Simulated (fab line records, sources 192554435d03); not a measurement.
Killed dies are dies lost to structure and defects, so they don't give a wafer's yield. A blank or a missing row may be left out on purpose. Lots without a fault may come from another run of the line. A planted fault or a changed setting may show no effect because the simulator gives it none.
Split-lot experiment | flow n5_finfet | 7 lots, 39 wafers read, on a route of 1938 steps

THE SPLIT
At N5_BEOL_M14_ETCH_59 (etches BARC in N2/H2, target depth 89 nm, overetch 26.7 nm, time 67.9 s), the setting time_s was moved away from the recipe's 67.9 s on 15 of the 39 wafers read, by -30.8% to +48.2%. The other wafers ran this setting at the recipe's value.

The reading is taken at the split's own step.

THE READING
coat_of_BEOL_M14_COAT_04.thk_nm (the simulator's own value, which no gauge read), in nm, at N5_BEOL_M14_ETCH_59 (etches BARC in N2/H2, target depth 89 nm, overetch 26.7 nm, time 67.9 s). The file gives no usual value for it. The 24 wafers here that ran the recipe average 716.6 nm, standard deviation 2.7 nm.

wafer  | tool, chamber at the split | time_s as run, s | against the recipe | coat_of_BEOL_M14_COAT_04.thk_nm, nm | against lot-mates on the recipe
L076.3 | rie_diel-01, 2             | 67.9             | recipe             | 716.4                               | -
L076.4 | rie_diel-01, 1             | 67.9             | recipe             | 719.6                               | -
L076.5 | rie_diel-01, 3             | 67.9             | recipe             | 719.2                               | -
L079.1 | rie_diel-05, 1             | 67.9             | recipe             | 716.6                               | -
L079.2 | rie_diel-05, 0             | 86.94            | +28.0%             | 698.8                               | -15.7
L079.3 | rie_diel-05, 3             | 86.94            | +28.0%             | 693.4                               | -21.1
L079.4 | rie_diel-05, 2             | 67.9             | recipe             | 714.4                               | -
L079.5 | rie_diel-05, 2             | 86.94            | +28.0%             | 696.4                               | -18.1
L079.6 | rie_diel-05, 3             | 67.9             | recipe             | 712.4                               | -
L081.1 | rie_diel-01, 1             | 82.45            | +21.4%             | 705.8                               | -9.0
L081.2 | rie_diel-01, 2             | 67.9             | recipe             | 713                                 | -
L081.3 | rie_diel-01, 0             | 67.9             | recipe             | 715                                 | -
L081.4 | rie_diel-01, 3             | 82.45            | +21.4%             | 704.8                               | -10.0
L081.5 | rie_diel-01, 3             | 67.9             | recipe             | 716.4                               | -
L081.6 | rie_diel-01, 2             | 82.45            | +21.4%             | 700.8                               | -14.0
L091.1 | rie_diel-05, 0             | 47.02            | -30.8%             | 736                                 | +19.7
L091.2 | rie_diel-05, 2             | 67.9             | recipe             | 716.2                               | -
L091.3 | rie_diel-05, 3             | 67.9             | recipe             | 714.2                               | -
L091.4 | rie_diel-05, 3             | 47.02            | -30.8%             | 735.8                               | +19.5
L091.5 | rie_diel-05, 2             | 67.9             | recipe             | 718.4                               | -
L091.6 | rie_diel-05, 0             | 47.02            | -30.8%             | 734.6                               | +18.3
L092.1 | rie_diel-04, 0             | 83.03            | +22.3%             | 701.8                               | -12.4
L092.2 | rie_diel-04, 3             | 83.03            | +22.3%             | 699.8                               | -14.4
L092.3 | rie_diel-04, 2             | 67.9             | recipe             | 712.6                               | -
L092.4 | rie_diel-04, 0             | 67.9             | recipe             | 716.4                               | -
L092.5 | rie_diel-04, 3             | 83.03            | +22.3%             | 697.6                               | -16.6
L092.6 | rie_diel-04, 2             | 67.9             | recipe             | 713.6                               | -
L094.1 | rie_diel-05, 3             | 67.9             | recipe             | 713.4                               | -
L094.2 | rie_diel-05, 1             | 100.6            | +48.2%             | 683.4                               | -32.1
L094.3 | rie_diel-05, 0             | 67.9             | recipe             | 717.8                               | -
L094.4 | rie_diel-05, 2             | 67.9             | recipe             | 715.2                               | -
L094.5 | rie_diel-05, 0             | 100.6            | +48.2%             | 686                                 | -29.5
L094.6 | rie_diel-05, 3             | 100.6            | +48.2%             | 680                                 | -35.5
L095.1 | rie_diel-04, 3             | 67.9             | recipe             | 717.8                               | -
L095.2 | rie_diel-04, 1             | 67.9             | recipe             | 718.8                               | -
L095.3 | rie_diel-04, 2             | 67.9             | recipe             | 719.6                               | -
L095.4 | rie_diel-04, 0             | 67.9             | recipe             | 723.8                               | -
L095.5 | rie_diel-04, 2             | 67.9             | recipe             | 719.4                               | -
L095.6 | rie_diel-04, 3             | 67.9             | recipe             | 718                                 | -

THE FIT
A straight line over all 39 wafers: coat_of_BEOL_M14_COAT_04.thk_nm changes by -0.676 nm for each +1% of time_s; r = -0.98; the points scatter about the line by 2.7 nm.
The same after taking each lot's own level away (the mean of its wafers on the recipe; 39 wafers): -0.643 nm for each +1%; r = -0.99; scatter 2.1 nm.
On that fit, the largest move of time_s shifts the reading by 31 nm.
The lots' own levels span 714.20 to 719.57 nm, that is 2.0 times the standard deviation above.
So the lot-to-lot level changes the slope little: the two slopes agree.
Check: with one of the wafers moved furthest among these (+48.2%) left out of the fit, the line predicts -30.7 nm for it against its lot-mates. It came out at -32.1 nm against them.

THE FILE'S OWN FIT
coat_of_BEOL_M14_COAT_04.thk_nm changes by -0.643 nm for each +1% of time_s, r = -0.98.
